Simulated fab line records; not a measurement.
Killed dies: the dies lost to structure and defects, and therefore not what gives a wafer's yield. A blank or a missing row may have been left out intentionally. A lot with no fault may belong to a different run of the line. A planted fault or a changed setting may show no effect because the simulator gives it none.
fab line records | flow nand_harc
[record] lots = 6 wafers = 18 last_day = 24
route steps=1159 shown P_GATE@126 END@1159
lots that met no fault: taken from a fault-free run of the same line
start_h: the number of hours between the record's first day and the start of the first shown wafer of the lot | wait_h: how many hours have passed since the lot's step before this one | " repeats the value in the row above | L1.1+2: one row covering several wafers at once | - value missing, or start not given | * or withheld: withheld | < > ~ a bound
route shown NAME@n: NAME is a module with steps in the file, n the number in the route of the first one | usual: mean/standard deviation taken from wafers without a fault | same: alike in all rows | chamber/n: place in a boat | sites: per-site readings | _std_site: the values' standard deviation | _edge_site: outer sites' mean less inner sites' | radius_mm: how far each site lies from the wafer's centre | mask NAME#n: copy n | behind: the most recent tool/chamber to have shaped the wafer | hold: why the lot was held/for how many hours/how that ended | device: the transistor (n, p or np) that didn't switch | end of line: the route-end tests of the same wafers | a step with no rows: only its recipe | killed: the dies lost at the first sort to structure and to defects; this is not the yield of the wafer | map: shows each die of a wafer: x if killed, . if not, _ if none is there
set.NAME: the setting as run; set.NAME@STEP: as run at that earlier step | model.NAME: the simulator's own value behind a step, which no gauge read
certain route steps with their lots: each step a table, each wafer a row
services: the hour from which a tool's chamber was out of use, counted from the record's first day as start_h (under 0 if before that day), plus the number of hours and why
[[steps]]
[step NHARC_P_GATE_STRIP_15]
[recipe] time_s = 780 temp_c = 130 chemistry = SPM
[step NHARC_P_GATE_PRECLEAN_71]
[recipe] time_s = * temp_c = 50 bath_age_min = 0 chemistry = SC1
[step NHARC_P_GATE_SRD_72]
[step NHARC_P_GATE_OXIDE_16]
[recipe] target_thk_a = 30 temp_c = 875 ox_time_s = 392 material = SiO2
[step NHARC_P_GATE_CVD_17]
[recipe] target_thk_a = 1500 temp_c = 620 time_s = 900 material = poly-Si
[step NHARC_P_GATE_HM_DEP_102]
[recipe] target_thk_a = 1200 temp_c = 400 material = aC
[usual] throttle_valve_pct = 34.999/0.0085
// columns lot.wafer tool chamber start_h wait_h throttle_valve_pct
L488.2 acl_dep-02 0 124.79 3.0 34.996
L488.3 " 0 " " 35.002
L488.5 " 0 " " 35.000
L489.1 acl_dep-01 0 133.03 0.4 35.003
L489.3 " 0 " " 35.003
L489.6 " 0 " " 35.005
L495.1 acl_dep-03 0 165.98 1.2 35.006
L495.2 " 0 " " 34.997
L495.4 " 0 " " 35.016
L500.4 acl_dep-02 0 191.97 0.9 35.010
L500.5 " 0 " " 35.009
L500.6 " 0 " " 35.007
L504.1 acl_dep-01 0 211.18 0.4 34.997
L504.3 " 0 " " 35.005
L504.4 " 0 " " 35.003
L506.3 acl_dep-02 0 218.96 0.6 34.992
L506.4 " 0 " " 34.985
L506.6 " 0 " " 34.986
[step NHARC_P_GATE_DEP_103]
[recipe] target_thk_a = 300 target_thk_nm = 30 temp_c = 400 flow_sccm = 200 rf_w = 350 material = SiON
[usual] heater_power_w = 774/86
// columns lot.wafer tool chamber start_h wait_h heater_power_w since_wet_clean_h
L488.3 pecvd-01 2 125.39 0.4 783 56
L488.2 " 0 " " 907 56
L488.5 " 0 " " 912 -
L489.3 pecvd-04 1 133.76 0.4 891 106
L489.1 " 2 " " 895 106
L489.6 " 0 " " 813 -
L495.2 pecvd-01 2 166.66 0.5 807 98
L495.1 " 1 " " 665 98
L495.4 " 2 " " 811 -
L500.4 pecvd-01 2 192.40 0.3 743 -
L500.6 " 2 " " 758 -
L500.5 " 1 " " 768 -
L504.1 pecvd-01 2 211.88 0.6 749 143
L504.3 " 0 " " 838 143
L504.4 " 2 " " 758 -
L506.3 pecvd-04 2 219.46 0.4 743 11
L506.6 " 0 " " 788 -
L506.4 " 1 " " 849 -
[step NHARC_P_GATE_DEHYDRATE_18]
[recipe] temp_c = 150 time_s = 120
[step NHARC_P_GATE_HMDS_19]
[recipe] time_s = 30
[step NHARC_P_GATE_COAT_20]
[recipe] spin_rpm = 1500 resist_thk_nm = 90
[step NHARC_P_GATE_SOFTBAKE_21]
[recipe] temp_c = 105 time_s = 55
[step NHARC_P_GATE_EBR_22]
[step NHARC_P_GATE_EXPOSE_23]
[recipe] na = 1.35 target_cd_nm = 120 dose_mj = 93.91 mask_id = P_GATE
[usual] exposure_dose_mJ_cm2 = 93.91/0.078 stage_vel_mm_s = 500.00/0.28
// columns lot.wafer tool chamber start_h wait_h mask exposure_dose_mJ_cm2 stage_vel_mm_s
L488.2 arfi_scanner-03 0 125.78 - P_GATE#0 93.83 499.54
L488.3 " 0 " " P_GATE#0 93.79 499.46
L488.5 " 0 " " P_GATE#0 93.87 499.79
L489.1 arfi_scanner-01 0 134.38 - P_GATE#0 93.93 499.90
L489.3 " 0 " " P_GATE#0 93.92 499.92
L489.6 " 0 " " P_GATE#0 93.99 500.05
L495.1 arfi_scanner-01 0 167.07 - P_GATE#0 56.72 499.83
L495.2 " 0 " " P_GATE#0 56.68 499.85
L495.4 " 0 " " P_GATE#0 56.77 499.72
L500.4 arfi_scanner-01 0 192.95 - P_GATE#0 56.56 499.88
L500.5 " 0 " " P_GATE#0 56.82 499.85
L500.6 " 0 " " P_GATE#0 56.74 499.88
L504.1 arfi_scanner-02 0 212.40 - P_GATE#0 93.93 499.57
L504.3 " 0 " " P_GATE#0 93.85 499.76
L504.4 " 0 " " P_GATE#0 93.90 499.67
L506.3 arfi_scanner-03 0 219.95 - P_GATE#0 93.78 499.92
L506.4 " 0 " " P_GATE#0 93.86 499.74
L506.6 " 0 " " P_GATE#0 93.83 499.56
[step NHARC_P_GATE_PEB_24]
[recipe] peb_temp_c = 100 peb_time_s = 65
[step NHARC_P_GATE_DEVELOP_25]
[recipe] develop_time_s = 35 dev_temp_c = 23
[step NHARC_P_GATE_CD_MEAS_26]
[recipe] target_cd_nm = 120 landing_energy_ev = 500
[usual] cd_nm = 120.0/0.52
// columns lot.wafer tool chamber start_h wait_h hold cd_nm
L488.2 cd_sem-02 0 125.92 - - 119.5
L488.3 " 0 " " - 119.8
L488.5 " 0 " " - 119.9
L489.1 cd_sem-03 0 134.52 - - 120.3
L489.3 " 0 " " - 120.7
L489.6 " 0 " " - 120.7
L495.1 cd_sem-03 0 167.21 - await_dispo/0.2h/release 148.9
L495.2 " 0 " " await_dispo/0.2h/release 149.6
L495.4 " 0 " " await_dispo/0.2h/release 149.3
L495.1 cd_sem-03 0 - - - 149.3
L495.2 " 0 " " - 149.5
L495.4 " 0 " " - 149.0
L500.4 cd_sem-01 0 193.08 - await_dispo/0.2h/release 149.5
L500.5 " 0 " " await_dispo/0.2h/release 149.8
L500.6 " 0 " " await_dispo/0.2h/release 149.7
L500.4 cd_sem-01 0 - - - 149.3
L500.5 " 0 " " - 149.3
L500.6 " 0 " " - 149.6
L504.1 cd_sem-01 0 212.54 - - 119.7
L504.3 " 0 " " - 120.4
L504.4 " 0 " " - 120.1
L506.3 cd_sem-03 0 220.09 - - 119.9
L506.4 " 0 " " - 119.8
L506.6 " 0 " " - 119.8
[step NHARC_END_SORT_01]
[recipe] temp_c = 25
[usual] defect_limited_yield = 95.2/1.4 killed_at_array = 28/8.9 killed_at_other = 0.8/1.2 killed_at_periphery = 3.3/2.3 killed_dies = 32/9.4 killed_open = 3.2/1.8 killed_short = 1.9/1.4 sort_bin_2_pct = 1.4/0.56 sort_bin_3_pct = 0.26/0.21 sort_bin_4_pct = 3.1/1 sort_n_pass = 645/9.4 sort_rim_yield_pct = 95.7/2.4 sort_yield_pct = 95.2/1.4
[same] gross_dies = 677 sort_bin_5_pct[%] = 0 sort_bin_6_pct[%] = 0 sort_bin_7_pct[%] = 0 sort_bin_8_pct[%] = 0 sort_rim_n_gross = 106.00
// columns lot.wafer tool chamber start_h wait_h defect_limited_yield[%] killed_at_array killed_at_other killed_at_periphery killed_dies killed_open killed_short sort_bin_2_pct[%] sort_bin_3_pct[%] sort_bin_4_pct[%] sort_n_pass sort_rim_yield_pct[%] sort_yield_pct[%]
L489.1 prober-02 0 502.59 2.5 94.5 34 0 3 37 2 1 1.3 0.15 4.0 640 94.3 94.5
L489.3 prober-02 0 504.21 3.1 95.4 29 0 2 31 1 2 0.9 0.30 3.4 646 94.3 95.4
L489.6 prober-02 0 506.64 4.0 95.4 27 1 3 31 2 1 0.6 0 4.0 646 93.4 95.4
// killed by level:class
L489.1 A_CHANNEL_HOLE_D1:chamber_film_flake=18 A_SLIT:chamber_film_flake=9 A_STAIRCASE:chamber_film_flake=4 A_CONTACT:geometric_particle:open=2 P_ZERO_WELL:chamber_film_flake=2 P_STI:geometric_particle:short=1 A_CONTACT:chamber_film_flake=1
L489.3 A_CHANNEL_HOLE_D1:chamber_film_flake=11 A_SLIT:chamber_film_flake=7 A_CONTACT:chamber_film_flake=5 A_ZERO_WELL:chamber_film_flake=2 A_STAIRCASE:chamber_film_flake=2 P_M0:geometric_particle:short=1 A_CHANNEL_FILL_D1:geometric_particle:open=1 A_CHANNEL_FILL_D1:geometric_particle:short=1
L489.6 A_CHANNEL_HOLE_D1:chamber_film_flake=13 A_SLIT:chamber_film_flake=6 A_STAIRCASE:chamber_film_flake=4 P_M0:geometric_particle:short=1 A_CHANNEL_HOLE_D1:geometric_particle:open=1 P_ZERO_WELL:chamber_film_flake=1 P_GATE:chamber_film_flake=1 STARTING-WAFER:geometric_particle:open=1
[[services]]
// columns tool chamber start_h hours kind
pecvd-04 - 109.44 1.2 repair
acl_dep-01 - 112.72 13.0 pm
arfi_scanner-03 - 128.98 1.5 repair
arfi_scanner-03 - 140.00 4.0 pm
arfi_scanner-02 - 145.39 0.7 repair
arfi_scanner-02 - 151.17 4.0 repair
arfi_scanner-03 - 152.28 22.2 repair
pecvd-01 - 152.58 4.9 repair
acl_dep-01 - 161.05 3.2 repair
arfi_scanner-02 - 162.19 3.3 repair
arfi_scanner-01 - 168.35 4.1 repair
acl_dep-02 - 168.60 13.0 pm
arfi_scanner-02 - 187.95 0.3 repair
pecvd-01 0 191.02 3.6 repair
pecvd-04 - 195.82 13.0 pm
pecvd-04 0 195.82 13.0 vent_cycle
pecvd-04 1 195.82 13.0 vent_cycle
pecvd-04 2 195.82 13.0 vent_cycle
arfi_scanner-01 - 196.00 4.0 pm
pecvd-04 0 208.82 - clean
pecvd-04 1 208.82 - clean
pecvd-04 2 208.82 - clean
arfi_scanner-01 - 211.97 10.1 repair
pecvd-01 - 216.68 0.8 repair
[[key]]
[first_sign] step = NHARC_P_GATE_EXPOSE_23 reading = exposure_dose_mJ_cm2 direction = down sigmas = 99+ usual = 93.91 struck = 56.72
[effect] step = NHARC_P_GATE_CD_MEAS_26 reading = visit direction = added
[effect] step = NHARC_P_GATE_CD_MEAS_26 reading = cd_nm direction = up sigmas = 57 usual = 120.0 struck = 149.4
met_at NHARC_P_GATE_EXPOSE_23
struck_wafers L495.1,L495.2,L495.4,L500.4,L500.5,L500.6
scrapped_behind NHARC_P_GATE_CD_MEAS_26 L495.1,L495.2,L495.4,L500.4,L500.5,L500.6
onset_between 134.38 167.07
[fault] kind = process_parameter_drift tool = arfi_scanner-01 chamber = - onset_h = 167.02 steps = NHARC_P_GATE_EXPOSE_23 channel = dose_mj offset = -37.158 shape = step acts_in = these_recipes_only stated = 93.91
